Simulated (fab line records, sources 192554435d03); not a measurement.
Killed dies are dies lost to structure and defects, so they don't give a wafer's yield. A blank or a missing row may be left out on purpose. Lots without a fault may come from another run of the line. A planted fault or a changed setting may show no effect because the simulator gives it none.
fab line records | flow n5_finfet
record lots=24 wafers=72 last_day=18
route steps=1938 shown BEOL_M7@1266
lots that met no fault: from a run of the same line without faults
start_h: hours from the record's first day to the start of the lot's first wafer shown | wait_h: hours since the lot's step before | " the same as in the row above | L1.1+2: a row that stands for several wafers | - no value, or no start given | * or withheld: withheld | < > ~ a bound
route shown NAME@n: a module of which the file shows steps, and the number in the route of the first | usual: mean/standard deviation of fault-free wafers | same: alike in all rows | chamber/n: place in a boat | sites: the reading at each site | _std_site: their standard deviation | _edge_site: outer sites' mean less inner sites' | radius_mm: how far each site lies from the wafer's centre | mask NAME#n: copy n | behind: the tool/chamber that last shaped the wafer | hold: why the lot was held/for how many hours/how that ended | device: the transistor (n, p or np) that didn't switch | end of line: the same wafers' tests at the end of the route | a step without rows: its recipe alone | killed: dies lost to structure and defects at the first sort, not the wafer's yield | map: a wafer's dies, x killed, . not, _ none there
set.NAME: the setting as run; set.NAME@STEP: as run at that earlier step | model.NAME: the simulator's own value behind a step, which no gauge read
steps of the route over a sample of lots; a table a step, a row a wafer
services: from which hour (start_h, from the record's first day; less than 0 if before it) a tool's chamber was out of use, for how many hours, and why
## steps
# step N5_BEOL_M7_PECVD_70
# recipe material=SiO2 target_thk_a=200 temp_c=400 precursor=TEOS/O2 pressure_torr=5.5 rf_w=450 teos_flow_sccm=53.8 gas=O2 flow_sccm=3000 time_s=22.7
# usual heater_power_outer_w=420/56 heater_power_w=707/95 rf_fwd_power_W=444.2/2 showerhead_plenum_p_Torr=8.75/0.065 throttle_valve_pct=22.9/2.7
# columns lot.wafer tool chamber start_h wait_h heater_power_outer_w heater_power_w rf_fwd_power_W showerhead_plenum_p_Torr throttle_valve_pct
L074.3 pecvd-03 2 199.88 0.0 449 768 445.2 8.72 20.3
L074.4 " 2 " " 451 780 444.2 8.74 20.2
L074.6 " 0 " " 361 630 441.5 8.73 27.4
L075.1 pecvd-03 2 209.85 0.0 497 814 444.1 8.75 20.3
L075.3 " 0 " " 389 658 440.9 8.75 27.5
L075.5 " 1 " " 354 625 443.1 8.64 23.4
L076.1 pecvd-03 2 210.12 0.0 456 747 442.6 8.72 20.3
L076.4 " 2 " " 464 769 444.7 8.73 20.2
L076.6 " 0 " " 466 772 446.1 8.76 27.5
L077.3 pecvd-04 1 227.39 0.1 407 618 445.0 8.79 22.7
L077.4 " 0 " " 400 677 447.1 8.76 22.4
L077.6 " 1 " " 424 610 445.5 8.78 22.7
L079.1 pecvd-04 2 238.19 0.0 465 834 442.1 8.63 21.7
L079.4 " 2 " " 468 836 445.1 8.66 21.9
L079.6 " 0 " " 401 672 446.8 8.74 22.4
L078.2 pecvd-03 2 238.23 0.0 518 856 443.9 8.75 20.1
L078.3 " 0 " " 463 766 441.8 8.73 27.2
L078.6 " 2 " " 522 853 444.1 8.74 20.7
L080.4 pecvd-02 0 243.26 0.1 309 515 446.9 8.89 20.6
L080.5 " 0 " " 316 522 446.9 8.89 20.6
L080.6 " 1 " " 428 727 442.5 8.80 22.1
L082.2 pecvd-03 2 247.12 0.0 433 754 445.2 8.74 20.5
L082.4 " 0 " " 438 753 442.6 8.77 27.5
L082.5 " 2 " " 431 745 445.7 8.72 20.2
L081.3 pecvd-02 1 247.90 0.0 477 811 444.3 8.80 21.7
L081.5 " 0 " " 328 515 445.0 8.87 20.5
L081.6 " 2 " " 465 849 447.9 8.83 21.0
L083.1 pecvd-03 1 255.62 0.0 368 643 445.0 8.69 23.5
L083.4 " 2 " " 496 777 442.8 8.72 20.2
L083.6 " 1 " " 380 639 444.5 8.63 23.1
L084.1 pecvd-04 0 263.07 0.0 403 670 445.6 8.77 22.1
L084.4 " 0 " " 413 691 444.3 8.74 22.0
L084.6 " 1 " " 423 645 446.7 8.80 22.3
L085.1 pecvd-02 2 272.72 0.0 410 755 442.9 8.84 21.2
L085.2 " 1 " " 432 739 445.4 8.82 22.0
L085.3 " 0 " " 306 496 447.9 8.89 20.9
L087.1 pecvd-03 0 277.98 0.0 438 703 439.4 8.77 27.5
L087.3 " 1 " " 370 649 446.8 8.64 23.1
L087.5 " 2 " " 433 722 442.1 8.73 20.2
L086.2 pecvd-02 1 279.44 0.0 416 743 444.7 8.80 22.0
L086.3 " 0 " " 357 581 445.3 8.86 20.7
L086.4 " 1 " " 417 723 443.1 8.79 21.9
L090.1 pecvd-03 1 292.53 0.0 358 626 445.2 8.63 23.0
L090.3 " 0 " " 449 766 441.6 8.77 27.5
L090.6 " 0 " " 450 749 442.1 8.74 27.5
L089.1 pecvd-02 0 295.88 0.0 325 524 449.0 8.89 20.9
L089.5 " 2 " " 439 786 447.3 8.81 21.1
L089.6 " 1 " " 464 791 440.4 8.81 22.0
L088.1 pecvd-03 2 301.53 0.0 493 809 443.7 8.71 20.3
L088.4 " 2 " " 487 801 444.9 8.73 20.1
L088.5 " 0 " " 473 799 441.7 8.75 27.6
L093.1 pecvd-03 2 307.67 0.0 418 708 445.1 8.75 20.3
L093.3 " 1 " " 356 622 446.6 8.65 23.4
L093.4 " 0 " " 400 698 440.0 8.76 27.3
L092.1 pecvd-03 1 307.96 0.0 337 579 445.9 8.66 23.3
L092.2 " 2 " " 490 804 442.5 8.77 20.4
L092.3 " 0 " " 437 733 441.4 8.76 27.7
L091.1 pecvd-03 2 325.66 0.0 400 687 444.0 8.72 20.7
L091.2 " 0 " " 445 732 442.0 8.76 27.4
L091.4 " 0 " " 447 757 442.9 8.75 27.3
L094.3 pecvd-03 0 328.87 0.1 458 769 443.9 8.74 27.3
L094.4 " 2 " " 424 736 446.2 8.73 20.2
L094.6 " 0 " " 464 771 443.3 8.73 27.9
L096.3 pecvd-03 0 330.71 0.1 434 731 438.5 8.75 27.6
L096.5 " 0 " " 427 764 439.0 8.75 27.5
L096.6 " 2 " " 516 869 443.3 8.73 20.5
L095.2 pecvd-04 0 334.26 0.0 439 704 445.1 8.75 22.5
L095.5 " 1 " " 445 637 443.8 8.79 22.8
L095.6 " 2 " " 500 866 446.5 8.66 21.7
L097.2 pecvd-02 1 342.60 0.0 454 776 444.6 8.81 21.8
L097.3 " 0 " " 296 493 445.1 8.88 20.9
L097.5 " 2 " " 471 830 444.6 8.84 21.0
# step N5_BEOL_M7_OVL_MEAS_12
# recipe points_per_wafer=44
# usual M7_OVL=-0.4/0.87
# columns lot.wafer tool chamber start_h wait_h M7_OVL[nm]
L074.3 overlay-02 0 200.40 0.0 -0.3
L074.4 " 0 " " -0.9
L074.6 " 0 " " -1.8
L075.1 overlay-02 0 211.03 0.0 -1.1
L075.3 " 0 " " -1.6
L075.5 " 0 " " -1.6
L076.1 overlay-01 0 211.54 0.0 0.1
L076.4 " 0 " " -0.2
L076.6 " 0 " " 0.8
L077.3 overlay-01 0 229.75 0.0 -0.1
L077.4 " 0 " " -0.2
L077.6 " 0 " " -1.3
L079.1 overlay-02 0 240.78 0.0 0.5
L079.4 " 0 " " 0.5
L079.6 " 0 " " -0.6
L078.2 overlay-02 0 240.94 0.0 -0.1
L078.3 " 0 " " -0.5
L078.6 " 0 " " -0.5
L080.4 overlay-01 0 244.32 0.0 0.6
L080.5 " 0 " " 0.0
L080.6 " 0 " " 0.6
L082.2 overlay-02 0 249.64 0.0 -1.3
L082.4 " 0 " " -0.5
L082.5 " 0 " " -1.6
L081.3 overlay-02 0 249.96 0.0 -1.1
L081.5 " 0 " " -0.4
L081.6 " 0 " " -0.7
L083.1 overlay-01 0 256.82 0.0 -1.5
L083.4 " 0 " " -0.2
L083.6 " 0 " " -1.4
L084.1 overlay-02 0 264.09 0.0 0.6
L084.4 " 0 " " -1.5
L084.6 " 0 " " -1.0
L085.1 overlay-02 0 273.39 0.0 1.7
L085.2 " 0 " " 0.8
L085.3 " 0 " " 2.3
L087.1 overlay-01 0 280.44 0.0 1.0
L087.3 " 0 " " 0.3
L087.5 " 0 " " -0.2
L086.2 overlay-02 0 281.98 0.0 -0.7
L086.3 " 0 " " -0.8
L086.4 " 0 " " -1.6
L090.1 overlay-02 0 293.28 0.0 -1.4
L090.3 " 0 " " -2.0
L090.6 " 0 " " -0.7
L089.1 overlay-02 0 297.64 0.0 -1.9
L089.5 " 0 " " -1.6
L089.6 " 0 " " 0.0
L088.1 overlay-01 0 302.25 0.0 -0.9
L088.4 " 0 " " -0.7
L088.5 " 0 " " -0.5
L093.1 overlay-02 0 308.51 0.0 0.1
L093.3 " 0 " " -0.5
L093.4 " 0 " " 1.0
L092.1 overlay-02 0 310.79 0.0 -0.2
L092.2 " 0 " " -1.6
L092.3 " 0 " " -0.2
L091.1 overlay-01 0 327.51 0.0 0.5
L091.2 " 0 " " 0.6
L091.4 " 0 " " 0.0
L094.3 overlay-01 0 331.43 0.0 -0.2
L094.4 " 0 " " -0.7
L094.6 " 0 " " 0.4
L096.3 overlay-02 0 331.53 0.0 -0.7
L096.5 " 0 " " -0.6
L096.6 " 0 " " 0.0
L095.2 overlay-01 0 337.38 0.0 -0.6
L095.5 " 0 " " -1.1
L095.6 " 0 " " -0.4
L097.2 overlay-02 0 343.22 0.0 -0.8
L097.3 " 0 " " 0.0
L097.5 " 0 " " -0.1
# step N5_BEOL_M7_STRIP_80
# recipe chemistry=N2/H2 time_s=10 power_w=450 temp_c=40 pressure_mtorr=20 rf_frequency_hz=6e+07 bias_power_w=7 n2_flow_sccm=200 h2_flow_sccm=200
# usual drypump_motor_current_A=5.7/0.44 n2_flow_sccm=200.0/0.59 oes_product_au=0.79/0.08 rf_vpp_V=59.2/0.89 showerhead_plenum_p_Torr=2.54/0.078 throttle_valve_pct=23.8/0.4
# columns lot.wafer tool chamber start_h wait_h drypump_motor_current_A n2_flow_sccm oes_product_au rf_hours_counter_h rf_vpp_V showerhead_plenum_p_Torr throttle_valve_pct
L074.3 rie_diel-03 1 - - 5.4 201.0 0.88 29 60.0 2.68 23.6
L074.4 " 2 " " 5.3 199.2 0.92 12 59.3 2.51 23.2
L074.6 " 0 " " 5.1 199.7 0.72 - 59.8 2.53 23.9
L075.1 rie_diel-06 2 - - 6.1 200.5 0.68 229 58.9 2.50 23.5
L075.3 " 3 " " 6.2 199.4 0.88 44 57.8 2.59 23.8
L075.5 " 0 " " 5.2 199.5 0.82 - 58.7 2.44 23.2
L076.1 rie_diel-06 3 - - 6.2 200.7 0.87 45 59.3 2.59 23.8
L076.4 " 0 " " 5.2 199.7 0.82 82 59.6 2.44 23.2
L076.6 " 1 " " 5.7 199.4 0.75 - 60.3 2.53 23.8
L077.3 rie_diel-03 3 - - 6.4 199.6 0.88 66 58.0 2.61 24.6
L077.4 " 2 " " 5.3 201.2 0.90 19 58.3 2.51 23.3
L077.6 " 1 " " 5.4 199.2 0.87 - 57.2 2.68 23.6
L079.1 rie_diel-06 3 - - 6.2 200.1 0.86 55 59.8 2.58 23.8
L079.4 " 0 " " 5.2 198.9 0.81 92 58.7 2.44 23.2
L079.6 " 0 " " 5.2 199.9 0.80 - 58.7 2.44 23.2
L078.2 rie_diel-06 0 - - 5.2 199.8 0.80 92 59.4 2.44 23.2
L078.3 " 3 " " 6.2 200.6 0.85 55 57.4 2.58 23.8
L078.6 " 1 " " 5.7 199.4 0.74 - 58.3 2.52 23.8
L080.4 rie_diel-04 3 - - 5.2 199.0 0.83 59 58.9 2.47 23.8
L080.5 " 1 " " 5.3 200.0 0.70 - 57.8 2.50 23.5
L080.6 " 0 " " 5.9 200.1 0.70 - 57.2 2.54 24.1
L082.2 rie_diel-06 3 - - 6.2 199.7 0.86 60 59.9 2.58 23.8
L082.4 " 1 " " 5.7 200.0 0.74 199 59.1 2.52 23.8
L082.5 " 3 " " 6.2 199.9 0.85 - 58.7 2.58 23.8
L081.3 rie_diel-06 2 - - 6.0 200.0 0.67 244 60.2 2.49 23.4
L081.5 " 3 " " 6.2 200.7 0.84 - 58.8 2.58 23.8
L081.6 " 2 " " 6.0 200.6 0.67 - 58.9 2.49 23.5
L083.1 rie_diel-04 3 - - 5.2 201.2 0.83 65 59.0 2.47 23.8
L083.4 " 1 " " 5.2 200.0 0.70 - 58.7 2.50 23.5
L083.6 " 0 " " 5.9 200.5 0.70 - 61.1 2.53 24.1
L084.1 rie_diel-03 3 - - 6.3 200.0 0.87 71 58.0 2.61 24.6
L084.4 " 2 " " 5.3 199.7 0.88 25 59.8 2.51 23.3
L084.6 " 2 " " 5.3 200.4 0.88 - 58.5 2.51 23.3
L085.1 rie_diel-03 0 - - 5.1 198.7 0.70 222 59.3 2.53 23.9
L085.2 " 3 " " 6.4 200.8 0.85 73 58.8 2.61 24.6
L085.3 " 2 " " 5.3 200.5 0.88 27 59.2 2.51 23.3
L087.1 rie_diel-04 2 - - 5.7 200.3 0.99 5 61.3 2.73 24.4
L087.3 " 0 " " 5.9 200.1 0.70 219 59.3 2.53 24.1
L087.5 " 2 " " 5.7 199.9 0.98 - 58.6 2.73 24.4
L086.2 rie_diel-06 1 - - 5.7 199.8 0.73 210 59.6 2.52 23.8
L086.3 " 3 " " 6.2 199.6 0.83 71 60.3 2.58 23.8
L086.4 " 3 " " 6.2 200.1 0.84 - 58.5 2.58 23.9
L090.1 rie_diel-06 0 - - 5.2 199.3 0.79 112 58.4 2.43 23.2
L090.3 " 1 " " 5.7 201.1 0.72 214 59.4 2.51 23.8
L090.6 " 1 " " 5.7 200.7 0.73 - 57.6 2.51 23.8
L089.1 rie_diel-04 2 - - 5.7 200.2 0.95 12 58.9 2.73 24.4
L089.5 " 1 " " 5.2 199.8 0.68 - 59.4 2.49 23.5
L089.6 " 0 " " 5.9 199.9 0.69 - 59.9 2.53 24.1
L088.1 rie_diel-03 0 - - 5.1 198.9 0.70 231 59.3 2.52 23.9
L088.4 " 3 " " 6.4 200.2 0.85 - 59.0 2.60 24.6
L088.5 " 1 " " 5.4 200.0 0.84 - 59.0 2.67 23.6
L093.1 rie_diel-06 1 - - 5.7 200.2 0.73 219 59.8 2.51 23.8
L093.3 " 3 " " 6.2 200.5 0.82 81 60.2 2.57 23.9
L093.4 " 0 " " 5.2 200.2 0.78 116 58.3 2.43 23.2
L092.1 rie_diel-06 1 - - 5.7 199.9 0.72 219 58.7 2.51 23.8
L092.2 " 3 " " 6.2 199.6 0.82 82 59.5 2.57 23.9
L092.3 " 0 " " 5.2 199.6 0.77 117 60.2 2.43 23.2
L091.1 rie_diel-03 0 - - 5.1 199.5 0.70 240 58.9 2.52 23.9
L091.2 " 1 " " 5.4 200.0 0.81 66 58.3 2.67 23.6
L091.4 " 3 " " 6.4 200.6 0.83 - 59.9 2.60 24.6
L094.3 rie_diel-06 3 - - 6.2 200.5 0.81 89 57.9 2.57 23.9
L094.4 " 2 " " 6.1 200.8 0.92 13 58.9 2.48 23.4
L094.6 " 0 " " 5.2 200.4 0.77 - 59.7 2.43 23.3
L096.3 rie_diel-03 0 - - 5.1 199.9 0.69 241 60.8 2.52 23.9
L096.5 " 0 " " 5.1 199.9 0.69 - 59.6 2.52 23.9
L096.6 " 1 " " 5.4 200.3 0.83 - 59.4 2.67 23.6
L095.2 rie_diel-04 2 - - 5.7 200.7 0.92 26 61.7 2.72 24.4
L095.5 " 2 " " 5.7 201.0 0.93 - 59.8 2.72 24.4
L095.6 " 3 " " 5.2 199.7 0.80 - 60.2 2.46 23.9
L097.2 rie_diel-03 1 - - 5.4 200.5 0.81 74 57.9 2.66 23.6
L097.3 " 3 " " 6.4 199.9 0.82 102 59.9 2.59 24.6
L097.5 " 3 " " 6.4 200.1 0.81 - 58.4 2.59 24.6
# step N5_BEOL_M7_CURE_75
# recipe temp_c=370 time_s=120 ambient=DMADMS/He material=SiCOH_lowk
# usual lamp_power_pct=52.31/0.051 wafer_temp_C_max=371.5/0.54
# columns lot.wafer tool chamber start_h wait_h lamp_power_pct wafer_temp_C_max
L074.3 uv_cure-02 2 204.98 0.1 52.33 371.3
L074.4 " 2 " " 52.38 371.1
L074.6 " 2 " " 52.28 371.3
L075.1 uv_cure-03 1 212.98 0.4 52.29 371.2
L075.3 " 1 " " 52.30 371.2
L075.5 " 1 " " 52.27 371.5
L076.1 uv_cure-01 2 214.83 0.0 52.33 371.9
L076.4 " 2 " " 52.43 372.4
L076.6 " 2 " " 52.31 372.1
L077.3 uv_cure-03 2 233.19 0.1 52.26 371.6
L077.4 " 2 " " 52.27 371.5
L077.6 " 2 " " 52.35 372.2
L079.1 uv_cure-03 2 244.09 0.0 52.27 371.5
L079.4 " 2 " " 52.29 372.0
L079.6 " 2 " " 52.25 370.9
L078.2 uv_cure-03 1 244.64 0.1 52.29 371.7
L078.3 " 1 " " 52.35 371.3
L078.6 " 1 " " 52.23 371.3
L080.4 uv_cure-02 1 247.20 0.3 52.30 371.9
L080.5 " 1 " " 52.35 371.8
L080.6 " 1 " " 52.34 371.9
L082.2 uv_cure-03 0 254.44 0.1 52.31 371.0
L082.4 " 0 " " 52.40 371.2
L082.5 " 0 " " 52.26 370.8
L081.3 uv_cure-03 1 254.99 0.1 52.31 371.3
L081.5 " 1 " " 52.24 371.1
L081.6 " 1 " " 52.25 371.2
L083.1 uv_cure-02 2 260.09 0.0 52.33 371.6
L083.4 " 2 " " 52.26 371.7
L083.6 " 2 " " 52.24 371.3
L084.1 uv_cure-02 0 265.77 0.0 52.33 373.2
L084.4 " 0 " " 52.37 372.6
L084.6 " 0 " " 52.32 373.0
L085.1 uv_cure-01 1 275.76 0.0 52.32 371.8
L085.2 " 1 " " 52.26 372.0
L085.3 " 1 " " 52.27 372.1
L087.1 uv_cure-01 1 282.06 0.0 52.31 371.8
L087.3 " 1 " " 52.26 371.8
L087.5 " 1 " " 52.34 371.2
L086.2 uv_cure-02 2 285.63 0.1 52.33 371.3
L086.3 " 2 " " 52.32 371.5
L086.4 " 2 " " 52.29 370.9
L090.1 uv_cure-01 1 295.09 0.0 52.32 372.0
L090.3 " 1 " " 52.40 371.5
L090.6 " 1 " " 52.35 371.7
L089.1 uv_cure-01 1 299.45 0.0 52.35 372.1
L089.5 " 1 " " 52.36 371.3
L089.6 " 1 " " 52.24 371.2
L088.1 uv_cure-02 2 304.42 0.0 52.29 370.8
L088.4 " 2 " " 52.32 370.8
L088.5 " 2 " " 52.36 370.9
L093.1 uv_cure-02 2 311.36 0.0 52.31 371.0
L093.3 " 2 " " 52.35 371.5
L093.4 " 2 " " 52.42 370.9
L092.1 uv_cure-01 1 312.59 0.0 52.36 372.0
L092.2 " 1 " " 52.35 372.1
L092.3 " 1 " " 52.33 371.7
L091.1 uv_cure-03 0 331.32 0.0 52.38 371.1
L091.2 " 0 " " 52.33 371.3
L091.4 " 0 " " 52.30 371.4
L094.3 uv_cure-03 2 333.77 0.1 52.23 371.4
L094.4 " 2 " " 52.27 371.4
L094.6 " 2 " " 52.24 371.3
L096.3 uv_cure-02 2 333.96 0.2 52.24 371.3
L096.5 " 2 " " 52.32 371.4
L096.6 " 2 " " 52.32 371.2
L095.2 uv_cure-03 2 341.24 0.1 52.28 371.5
L095.5 " 2 " " 52.27 371.6
L095.6 " 2 " " 52.36 371.7
L097.2 uv_cure-03 1 346.81 0.1 52.26 371.6
L097.3 " 1 " " 52.30 371.7
L097.5 " 1 " " 52.38 371.1
# step N5_BEOL_M7_PRE_CLEAN_45
# recipe gas=H2/He time_s=30 temp_c=250
# usual heater_power_w=336/23
# columns lot.wafer tool chamber start_h wait_h heater_power_w
L074.3 pvd_sputter-01 - 205.66 0.0 310
L074.4 " - " " 362
L074.6 " - " " 343
L075.1 pvd_sputter-02 - 214.46 0.0 343
L075.3 " - " " 359
L075.5 " - " " 320
L076.1 pvd_sputter-02 - 215.28 0.0 321
L076.4 " - " " 344
L076.6 " - " " 322
L077.3 pvd_sputter-03 - 233.87 0.0 294
L077.4 " - " " 338
L077.6 " - " " 288
L079.1 pvd_sputter-03 - 244.66 0.0 287
L079.4 " - " " 337
L079.6 " - " " 359
L078.2 pvd_sputter-02 - 245.31 0.0 321
L078.3 " - " " 352
L078.6 " - " " 313
L080.4 pvd_sputter-03 - 248.97 0.0 336
L080.5 " - " " 357
L080.6 " - " " 336
L082.2 pvd_sputter-03 - 256.17 0.0 338
L082.4 " - " " 339
L082.5 " - " " 342
L081.3 pvd_sputter-01 - 256.25 0.0 348
L081.5 " - " " 311
L081.6 " - " " 346
L083.1 pvd_sputter-02 - 260.60 0.0 366
L083.4 " - " " 343
L083.6 " - " " 320
L084.1 pvd_sputter-01 - 266.15 0.0 352
L084.4 " - " " 352
L084.6 " - " " 311
L085.1 pvd_sputter-03 - 276.33 0.0 295
L085.2 " - " " 360
L085.3 " - " " 343
L087.1 pvd_sputter-02 - 282.79 0.0 359
L087.3 " - " " 341
L087.5 " - " " 312
L086.2 pvd_sputter-02 - 286.05 0.0 323
L086.3 " - " " 363
L086.4 " - " " 326
L090.1 pvd_sputter-01 - 295.75 0.0 379
L090.3 " - " " 347
L090.6 " - " " 359
L089.1 pvd_sputter-02 - 300.28 0.0 370
L089.5 " - " " 310
L089.6 " - " " 324
L088.1 pvd_sputter-03 - 304.84 0.0 361
L088.4 " - " " 341
L088.5 " - " " 352
L093.1 pvd_sputter-02 - 312.08 0.0 316
L093.3 " - " " 313
L093.4 " - " " 342
L092.1 pvd_sputter-02 - 314.01 0.0 310
L092.2 " - " " 337
L092.3 " - " " 362
L091.1 pvd_sputter-03 - 331.85 0.0 340
L091.2 " - " " 290
L091.4 " - " " 362
L094.3 pvd_sputter-02 - 336.76 0.0 332
L094.4 " - " " 315
L094.6 " - " " 320
L096.3 pvd_sputter-02 - 336.94 0.0 336
L096.5 " - " " 322
L096.6 " - " " 364
L095.2 pvd_sputter-01 - 341.79 0.0 348
L095.5 " - " " 303
L095.6 " - " " 370
L097.2 pvd_sputter-01 - 348.97 0.0 350
L097.3 " - " " 315
L097.5 " - " " 351
# step N5_BEOL_M7_THK_MEAS_53
# recipe thk_meas_gauge=xrf reads=Cu_of_BEOL_M7_ECD_50
# usual M7_THK=78.9/2.7
# columns lot.wafer tool chamber start_h wait_h M7_THK[nm]
L074.3 film_metro-01 - 207.06 - 79.7
L074.4 " - " " 78.8
L074.6 " - " " 76.2
L075.1 film_metro-02 - 216.18 - 74.7
L075.3 " - " " 79.9
L075.5 " - " " 73.8
L076.1 film_metro-02 - 216.81 - 78.9
L076.4 " - " " 78.5
L076.6 " - " " 82.0
L077.3 film_metro-01 - 236.42 - 83.7
L077.4 " - " " 81.7
L077.6 " - " " 77.8
L079.1 film_metro-01 - 246.50 - 76.2
L079.4 " - " " 75.9
L079.6 " - " " 73.6
L078.2 film_metro-02 - 246.91 - 74.9
L078.3 " - " " 78.1
L078.6 " - " " 80.7
L080.4 film_metro-02 - 250.53 - 78.2
L080.5 " - " " 80.7
L080.6 " - " " 77.7
L082.2 film_metro-01 - 257.83 - 78.5
L082.4 " - " " 82.6
L082.5 " - " " 81.8
L081.3 film_metro-02 - 257.89 - 78.7
L081.5 " - " " 79.6
L081.6 " - " " 75.5
L083.1 film_metro-02 - 262.54 - 75.9
L083.4 " - " " 76.3
L083.6 " - " " 78.2
L084.1 film_metro-02 - 268.09 - 84.3
L084.4 " - " " 81.4
L084.6 " - " " 78.1
L085.1 film_metro-02 - 278.18 - 79.5
L085.2 " - " " 86.4
L085.3 " - " " 81.1
L087.1 film_metro-02 - 286.17 - 81.4
L087.3 " - " " 76.7
L087.5 " - " " 83.6
L086.2 film_metro-01 - 288.91 - 82.1
L086.3 " - " " 79.8
L086.4 " - " " 81.5
L090.1 film_metro-01 - 297.67 - 76.0
L090.3 " - " " 81.1
L090.6 " - " " 81.9
L089.1 film_metro-02 - 302.02 - 81.0
L089.5 " - " " 78.7
L089.6 " - " " 77.3
L088.1 film_metro-02 - 306.86 - 76.1
L088.4 " - " " 81.2
L088.5 " - " " 78.3
L093.1 film_metro-02 - 314.06 - 80.8
L093.3 " - " " 76.6
L093.4 " - " " 74.0
L092.1 film_metro-01 - 315.63 - 81.1
L092.2 " - " " 79.7
L092.3 " - " " 75.3
L091.1 film_metro-01 - 333.77 - 81.0
L091.2 " - " " 78.1
L091.4 " - " " 83.3
L094.3 film_metro-01 - 338.26 - 79.7
L094.4 " - " " 79.7
L094.6 " - " " 73.7
L096.3 film_metro-02 - 338.54 - 78.3
L096.5 " - " " 76.8
L096.6 " - " " 77.9
L095.2 film_metro-02 - 343.43 - 80.5
L095.5 " - " " 79.9
L095.6 " - " " 77.3
L097.2 film_metro-02 - 350.62 - 78.1
L097.3 " - " " 80.9
L097.5 " - " " 82.9
## services
# columns tool chamber start_h hours kind
pecvd-02 - 177.81 12.4 repair
pecvd-03 2 180.79 5.7 repair
uv_cure-01 - 184.28 0.4 repair
rie_diel-04 - 188.17 14.6 pm
uv_cure-02 - 211.97 7.6 repair
pecvd-02 - 218.26 16.8 repair
uv_cure-01 - 235.86 1.0 pm
uv_cure-03 - 236.04 1.0 pm
pecvd-02 - 237.05 4.3 pm
rie_diel-03 - 239.00 15.6 pm
pecvd-03 - 242.55 1.7 repair
pecvd-03 - 247.71 5.3 repair
rie_diel-06 0 267.66 4.5 repair
uv_cure-01 - 271.91 2.1 pm
rie_diel-06 2 272.21 - clean
rie_diel-06 2 272.21 - consumable_replace:focus_ring
rie_diel-04 3 278.44 4.5 repair
rie_diel-03 2 296.51 115.9 repair
rie_diel-04 3 296.85 3.5 repair
pecvd-03 1 300.78 2.8 repair
pecvd-03 1 322.46 12.9 repair
rie_diel-04 1 334.75 7.2 repair
uv_cure-02 - 340.00 7.5 pm
rie_diel-06 - 340.42 15.6 pm
## key
fault none
